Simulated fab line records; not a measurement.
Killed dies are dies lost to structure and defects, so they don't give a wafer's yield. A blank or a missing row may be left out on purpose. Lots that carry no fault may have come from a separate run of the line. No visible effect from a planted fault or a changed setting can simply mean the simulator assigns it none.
Struck lot and sound lot, side by side | flow nandHarc | 13 out of 1302 route steps
Sound: these wafers, L509.2, L509.3, L509.5. Struck: wafer L515.1 (L515.5, L515.6, from the same lot, were not struck and are left out); the cause is given at the end.
Each step with rows lists, per side, the tool, then ch with its chambers, then its first start. Under that, the readings that differ: sound wafers | struck wafers | difference of the means | sigmas: that difference in standard deviations of wafers without a fault.
alike: readings with means less than 2 such deviations apart, plus words and numbers identical on both sides. not compared: withheld readings, readings lacking a value on some wafer, bounds such as >300 that could conceal the same value, and numbers that have no deviation in the record and whose values overlap.
Wherever a step has rows on one side only, a row that says differs or no value, or a row with sigmas, the two part there. Numbers that have no deviation but don't overlap get no sigmas and don't part them. A reading missing from all wafers of one side parts the sides only when that side holds two or more wafers.

first, 1 step without rows for these wafers: NHARC_A_SLIT_SRD_20.
NHARC_A_SLIT_CD_MEAS_21:
  sound on cdSem-03, day 23 00:07; struck on cdSem-03, day 25 19:17
reading   | sound             | struck | difference | sigmas
cdNm (nm) | 288.4 288.5 288.3 | 289.9  | +1.5       | +2
then, 3 steps without rows for these wafers: NHARC_A_SIN_REMOVE_WET_00 (chemistry H3PO4, time 15300 s); NHARC_A_SIN_REMOVE_PRECLEAN_01 (cleans in SC1); NHARC_A_SIN_REMOVE_SRD_02.
NHARC_A_SIN_REMOVE_INSPECT_04:
  sound on defectInspect-01, day 23 06:38; struck on defectInspect-02, day 26 02:11
  alike: rawDefectCount
NHARC_A_WL_FILL_ALD_00: deposits Al2O3, target thk 3 nm, pulse time 3 s, ald cycles 30.
  sound on aldHk-01 ch 0,1,3, day 23 06:44; struck on aldHk-03 ch 1, day 26 02:18
  alike: heaterPowerW, precursorPulseHeightRel
NHARC_A_WL_FILL_RTA_01: time 5 s.
  sound on rtpAnneal-02 ch 0, day 23 07:00; struck on rtpAnneal-01 ch 0, day 26 02:31
  alike: lampPowerPct, wafer_temp_C_max
NHARC_A_WL_FILL_ALD_02: deposits TiN, target thk 2 nm, pulse time 3 s, ald cycles 100.
  sound on aldMetal-03 ch 1,2,3, day 23 07:13; struck on aldMetal-01 ch 2, day 26 02:50
  alike: heaterPowerW, precursorPulseHeightRel
NHARC_A_WL_FILL_CVD_03: deposits W, target thk 40 nm, time 279 s.
  sound on cvdW-02 ch 0,1, day 23 07:38; struck on cvdW-02 ch 1, day 26 03:13
reading                    | sound             | struck | difference | sigmas
chamberPressureTorr (Torr) | 39.91 39.98 40.00 | 40.14  | +0.18      | +2
  alike: heaterPowerW, throttleValvePct
NHARC_A_WL_FILL_ETCHBACK_04: etches the open film in NF3, target depth 60 nm, time 120 s.
  sound on rieMetal-02 ch 0, day 23 08:04; struck on rieMetal-03 ch 0, day 26 03:34
reading             | sound             | struck | difference                   | sigmas
oesProductAu (a.u.) | 0.999 1.000 0.988 | 1.232  | +0.236                       | +36
rfHoursCounterH (h) | - - -             | 1.7    | no value on the sound wafers | 
  alike: drypumpMotorCurrentA
NHARC_A_WL_FILL_ETCHBACK_05: etches the open film in Cl2/BCl3, target depth 22 nm, time 60 s.
  sound on rieMetal-02 ch 0, day 23 08:28; struck on rieMetal-03 ch 1, day 26 03:47
reading             | sound | struck | difference                   | sigmas
rfHoursCounterH (h) | - - - | 1.8    | no value on the sound wafers | 
  alike: drypumpMotorCurrentA, oesProductAu
-- record jumps: 4 days between struck wafers' starts before vs after; left off in module A_WL_FILL, resumes in module END, first step shown is number 1302 of the route --
NHARC_END_SORT_01:
  only the struck wafers appear in the record here, on prober-01 ch 0 at day 30 05:42; the sound ones have no rows

## WHERE THEY PART
First at NHARC_A_SLIT_CD_MEAS_21; last, within this record, at NHARC_END_SORT_01.

WHY: what had been put in by the simulator
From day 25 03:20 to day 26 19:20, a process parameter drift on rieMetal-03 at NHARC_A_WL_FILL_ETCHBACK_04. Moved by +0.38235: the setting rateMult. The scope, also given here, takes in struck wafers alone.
